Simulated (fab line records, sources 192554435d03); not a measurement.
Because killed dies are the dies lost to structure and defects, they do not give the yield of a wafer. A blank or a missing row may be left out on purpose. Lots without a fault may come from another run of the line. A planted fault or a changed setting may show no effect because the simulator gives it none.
Split-lot experiment :: flow n5 finfet :: 39 wafers read across 7 lots, on a route 1938 steps long

THE SPLIT ITSELF
At N5_DUMMY_GATE_ETCH_42 (etches SiO2 in CHF3/O2, target depth 3.5 nm, time 31 s), the setting bias w was moved away from the recipe's 12 W on 12 of the 39 wafers read, by -9.2% to +19.1%. This setting was run at the recipe's value on the other wafers.

The reading is taken at the split's own step.

THE READING
rf vpp V, in V, at N5_DUMMY_GATE_ETCH_42 (etches SiO2 in CHF3/O2, target depth 3.5 nm, time 31 s). A value of 42.4 V with a standard deviation of 1.2 V is what fault-free wafers of this fab line usually give.

wafer: L074.1
tool, chamber at the split: rie diel-06, 0
bias w as run, W: 12
against the recipe: recipe
rf vpp V, V: 41.3
against lot-mates on the recipe: -

wafer: L074.2
tool, chamber at the split: rie diel-06, 2
bias w as run, W: 14.29
against the recipe: +19.1%
rf vpp V, V: 48.4
against lot-mates on the recipe: +6.1

wafer: L074.3
tool, chamber at the split: rie diel-06, 3
bias w as run, W: 12
against the recipe: recipe
rf vpp V, V: 42.3
against lot-mates on the recipe: -

wafer: L074.4
tool, chamber at the split: rie diel-06, 1
bias w as run, W: 14.29
against the recipe: +19.1%
rf vpp V, V: 49.9
against lot-mates on the recipe: +7.6

wafer: L074.5
tool, chamber at the split: rie diel-06, 0
bias w as run, W: 14.29
against the recipe: +19.1%
rf vpp V, V: 46.8
against lot-mates on the recipe: +4.5

wafer: L074.6
tool, chamber at the split: rie diel-06, 3
bias w as run, W: 12
against the recipe: recipe
rf vpp V, V: 43.4
against lot-mates on the recipe: -

wafer: L083.1
tool, chamber at the split: rie diel-03, 2
bias w as run, W: 14.13
against the recipe: +17.8%
rf vpp V, V: 49.0
against lot-mates on the recipe: +6.0

wafer: L083.2
tool, chamber at the split: rie diel-03, 3
bias w as run, W: 12
against the recipe: recipe
rf vpp V, V: 42.1
against lot-mates on the recipe: -

wafer: L083.3
tool, chamber at the split: rie diel-03, 0
bias w as run, W: 14.13
against the recipe: +17.8%
rf vpp V, V: 49.4
against lot-mates on the recipe: +6.4

wafer: L083.4
tool, chamber at the split: rie diel-03, 0
bias w as run, W: 12
against the recipe: recipe
rf vpp V, V: 43.7
against lot-mates on the recipe: -

wafer: L083.5
tool, chamber at the split: rie diel-03, 2
bias w as run, W: 12
against the recipe: recipe
rf vpp V, V: 43.2
against lot-mates on the recipe: -

wafer: L083.6
tool, chamber at the split: rie diel-03, 3
bias w as run, W: 14.13
against the recipe: +17.8%
rf vpp V, V: 46.6
against lot-mates on the recipe: +3.6

wafer: L086.1
tool, chamber at the split: rie diel-06, 0
bias w as run, W: 12
against the recipe: recipe
rf vpp V, V: 40.5
against lot-mates on the recipe: -

wafer: L086.2
tool, chamber at the split: rie diel-06, 2
bias w as run, W: 12
against the recipe: recipe
rf vpp V, V: 42.4
against lot-mates on the recipe: -

wafer: L086.3
tool, chamber at the split: rie diel-06, 1
bias w as run, W: 12
against the recipe: recipe
rf vpp V, V: 45.1
against lot-mates on the recipe: -

wafer: L086.4
tool, chamber at the split: rie diel-06, 1
bias w as run, W: 12
against the recipe: recipe
rf vpp V, V: 43.9
against lot-mates on the recipe: -

wafer: L086.5
tool, chamber at the split: rie diel-06, 2
bias w as run, W: 12
against the recipe: recipe
rf vpp V, V: 43.2
against lot-mates on the recipe: -

wafer: L086.6
tool, chamber at the split: rie diel-06, 0
bias w as run, W: 12
against the recipe: recipe
rf vpp V, V: 42.3
against lot-mates on the recipe: -

wafer: L089.1
tool, chamber at the split: rie diel-04, 3
bias w as run, W: 10.9
against the recipe: -9.2%
rf vpp V, V: 38.1
against lot-mates on the recipe: -4.0

wafer: L089.2
tool, chamber at the split: rie diel-04, 1
bias w as run, W: 12
against the recipe: recipe
rf vpp V, V: 43.1
against lot-mates on the recipe: -

wafer: L089.3
tool, chamber at the split: rie diel-04, 2
bias w as run, W: 12
against the recipe: recipe
rf vpp V, V: 41.7
against lot-mates on the recipe: -

wafer: L089.4
tool, chamber at the split: rie diel-04, 0
bias w as run, W: 10.9
against the recipe: -9.2%
rf vpp V, V: 39.5
against lot-mates on the recipe: -2.6

wafer: L089.5
tool, chamber at the split: rie diel-04, 1
bias w as run, W: 12
against the recipe: recipe
rf vpp V, V: 41.5
against lot-mates on the recipe: -

wafer: L089.6
tool, chamber at the split: rie diel-04, 2
bias w as run, W: 10.9
against the recipe: -9.2%
rf vpp V, V: 39.6
against lot-mates on the recipe: -2.5

wafer: L091.1
tool, chamber at the split: rie diel-03, 1
bias w as run, W: 12
against the recipe: recipe
rf vpp V, V: 44.2
against lot-mates on the recipe: -

wafer: L091.2
tool, chamber at the split: rie diel-03, 2
bias w as run, W: 11
against the recipe: -8.3%
rf vpp V, V: 39.7
against lot-mates on the recipe: -4.5

wafer: L091.3
tool, chamber at the split: rie diel-03, 0
bias w as run, W: 11
against the recipe: -8.3%
rf vpp V, V: 40.7
against lot-mates on the recipe: -3.5

wafer: L091.4
tool, chamber at the split: rie diel-03, 3
bias w as run, W: 11
against the recipe: -8.3%
rf vpp V, V: 40.6
against lot-mates on the recipe: -3.6

wafer: L091.5
tool, chamber at the split: rie diel-03, 1
bias w as run, W: 12
against the recipe: recipe
rf vpp V, V: 44.9
against lot-mates on the recipe: -

wafer: L091.6
tool, chamber at the split: rie diel-03, 2
bias w as run, W: 12
against the recipe: recipe
rf vpp V, V: 43.6
against lot-mates on the recipe: -

wafer: L093.1
tool, chamber at the split: rie diel-04, 1
bias w as run, W: 12
against the recipe: recipe
rf vpp V, V: 43.3
against lot-mates on the recipe: -

wafer: L093.2
tool, chamber at the split: rie diel-04, 2
bias w as run, W: 12
against the recipe: recipe
rf vpp V, V: 40.9
against lot-mates on the recipe: -

wafer: L093.3
tool, chamber at the split: rie diel-04, 3
bias w as run, W: 12
against the recipe: recipe
rf vpp V, V: 41.4
against lot-mates on the recipe: -

wafer: L093.4
tool, chamber at the split: rie diel-04, 0
bias w as run, W: 12
against the recipe: recipe
rf vpp V, V: 40.8
against lot-mates on the recipe: -

wafer: L093.5
tool, chamber at the split: rie diel-04, 2
bias w as run, W: 12
against the recipe: recipe
rf vpp V, V: 41.2
against lot-mates on the recipe: -

wafer: L093.6
tool, chamber at the split: rie diel-04, 1
bias w as run, W: 12
against the recipe: recipe
rf vpp V, V: 41.8
against lot-mates on the recipe: -

wafer: L095.1
tool, chamber at the split: rie diel-03, 0
bias w as run, W: 12
against the recipe: recipe
rf vpp V, V: 43.4
against lot-mates on the recipe: -

wafer: L095.3
tool, chamber at the split: rie diel-03, 1
bias w as run, W: 12
against the recipe: recipe
rf vpp V, V: 44.7
against lot-mates on the recipe: -

wafer: L095.4
tool, chamber at the split: rie diel-03, 3
bias w as run, W: 12
against the recipe: recipe
rf vpp V, V: 42.1
against lot-mates on the recipe: -

THE FIT
A straight line over all 39 wafers: rf vpp V changes by +0.316 V for each +1% of bias w; r = +0.90; the points scatter about the line by 1.2 V.
The same after taking each lot's own level away (the mean of its wafers on the recipe; 39 wafers): +0.328 V for each +1%; r = +0.93; scatter 1.1 V.
Per that fit: largest bias w move, reading shift of 6.3 V.
From 41.57 to 44.23 V: that is the span of the lots' own levels, equal to 2.2 times the standard deviation above.
Consequently the slope shifts little with the lot-to-lot level, the two slopes agreeing.
Check: for one of the wafers moved furthest among these (+19.1%), held out of the fit, the line's prediction against its lot-mates is +6.12 V. Against them it came out at +6.07 V.
Tool readings at the split's step, against how far the setting was moved: rf vpp V r = +0.90.

FURTHER SPLITS ON THESE WAFERS
Other splits were also applied to these wafers ahead of the reading. Each is held against what the fit with the lots' levels taken away leaves over:
other split on the same wafers: N5_DUMMY_GATE_EXPOSE_12 dose mj
wafers away from the commonest value: 18
r with rf vpp V (lot level and that fit taken away): -0.01

other split on the same wafers: N5_DUMMY_GATE_ETCH_32 time s
wafers away from the commonest value: 18
r with rf vpp V (lot level and that fit taken away): -0.09

FILE'S OWN FIT
rf vpp V changes by +0.324 V for each +1% of bias w, r = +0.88.
